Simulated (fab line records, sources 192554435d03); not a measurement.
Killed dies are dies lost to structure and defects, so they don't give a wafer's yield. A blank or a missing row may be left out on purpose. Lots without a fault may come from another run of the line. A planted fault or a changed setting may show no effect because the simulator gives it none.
Split-lot experiment | flow n5_finfet | 7 lots, 21 wafers read, on a route of 1938 steps

THE SPLIT
At N5_BEOL_M7_COAT_60 (time 60 s, resist thk 35 nm), the setting spin_rpm was moved away from the recipe's 1500 rpm on 7 of the 21 wafers read, by -4.3% to +7.2%. The other wafers ran this setting at the recipe's value.

FROM THE SPLIT TO THE READING: what the file shows between them, 4 steps
- N5_BEOL_M7_COAT_05: resist thk 90 nm
- N5_BEOL_M7_EBR_07
- N5_BEOL_M7_DESCUM_16: chemistry O2, time 7.9 s
- N5_BEOL_M7_ETCH_61: etches SiARC in CF4, target depth 45.5 nm, time 75.8 s

THE READING
SiARC_of_BEOL_M7_COAT_60.thk_nm (the simulator's own value, which no gauge read), in nm, at N5_BEOL_M7_ETCH_62 (etches SOC in N2/H2, target depth 110 nm, overetch 22 nm, time 165 s). The file gives no usual value for it. The 14 wafers here that ran the recipe average 28.3 nm, standard deviation 0.21 nm.

wafer  | tool, chamber at the split | spin_rpm as run, rpm | against the recipe | SiARC_of_BEOL_M7_COAT_60.thk_nm, nm | against lot-mates on the recipe
L075.1 | litho_track-03, 0          | 1500                 | recipe             | 28.2                                | -
L075.4 | litho_track-03, 0          | 1500                 | recipe             | 28.2                                | -
L075.2 | litho_track-03, 0          | 1500                 | recipe             | 28.4                                | -
L079.3 | litho_track-03, 0          | 1570                 | +4.7%              | 28                                  | -0.8
L079.4 | litho_track-03, 0          | 1570                 | +4.7%              | 27.8                                | -1.0
L079.5 | litho_track-03, 0          | 1500                 | recipe             | 28.8                                | -
L086.2 | litho_track-04, 0          | 1564                 | +4.3%              | 27.6                                | -0.7
L086.4 | litho_track-04, 0          | 1500                 | recipe             | 28.2                                | -
L086.6 | litho_track-04, 0          | 1500                 | recipe             | 28.4                                | -
L087.3 | litho_track-04, 0          | 1500                 | recipe             | 28                                  | -
L087.6 | litho_track-04, 0          | 1500                 | recipe             | 28                                  | -
L087.5 | litho_track-04, 0          | 1500                 | recipe             | 28.2                                | -
L091.2 | litho_track-04, 0          | 1500                 | recipe             | 28.4                                | -
L091.3 | litho_track-04, 0          | 1435                 | -4.3%              | 29.2                                | +0.8
L091.4 | litho_track-04, 0          | 1435                 | -4.3%              | 29.2                                | +0.8
L095.1 | litho_track-04, 0          | 1500                 | recipe             | 28.4                                | -
L095.4 | litho_track-04, 0          | 1598                 | +6.5%              | 27.4                                | -0.9
L095.5 | litho_track-04, 0          | 1500                 | recipe             | 28.2                                | -
L096.3 | litho_track-04, 0          | 1608                 | +7.2%              | 27.2                                | -1.2
L096.4 | litho_track-04, 0          | 1500                 | recipe             | 28.2                                | -
L096.5 | litho_track-04, 0          | 1500                 | recipe             | 28.6                                | -

THE FIT
A straight line over all 21 wafers: SiARC_of_BEOL_M7_COAT_60.thk_nm changes by -0.151 nm for each +1% of spin_rpm; r = -0.90; the points scatter about the line by 0.22 nm.
The same after taking each lot's own level away (the mean of its wafers on the recipe; 21 wafers): -0.17 nm for each +1%; r = -0.97; scatter 0.12 nm.
On that fit, the largest move of spin_rpm shifts the reading by 1.2 nm.
The lots' own levels span 28.07 to 28.80 nm, that is 3.5 times the standard deviation above.
So the lot-to-lot level changes the slope: the two fits differ.
Check: with one of the wafers moved furthest among these (+7.2%) left out of the fit, the line predicts -1.22 nm for it against its lot-mates. It came out at -1.2 nm against them.

THE WHOLE CHAIN: every reading that the file lists as answering this split, in the file's order
step               | what it does                                                         | reading                                                                            | change (the file's fit)               | r (the file's)
N5_BEOL_M7_COAT_60 | time 60 s, resist thk 35 nm                                          | SiARC_of_BEOL_M7_COAT_60.thk_nm (the simulator's own value, which no gauge read)   | -0.173 nm for each +1% of the setting | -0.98
N5_BEOL_M7_ETCH_61 | etches SiARC in CF4, target depth 45.5 nm, time 75.8 s               | etch.depth_nm (the simulator's own value, which no gauge read)                     | -0.175 nm for each +1% of the setting | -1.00
N5_BEOL_M7_ETCH_61 | etches SiARC in CF4, target depth 45.5 nm, time 75.8 s               | CAR-ArF_of_BEOL_M7_COAT_05.thk_nm (the simulator's own value, which no gauge read) | +0.153 nm for each +1% of the setting | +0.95
N5_BEOL_M7_ETCH_62 | etches SOC in N2/H2, target depth 110 nm, overetch 22 nm, time 165 s | SiARC_of_BEOL_M7_COAT_60.thk_nm (the simulator's own value, which no gauge read)   | -0.164 nm for each +1% of the setting | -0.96

THE FILE'S OWN FIT
SiARC_of_BEOL_M7_COAT_60.thk_nm changes by -0.164 nm for each +1% of spin_rpm, r = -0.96.
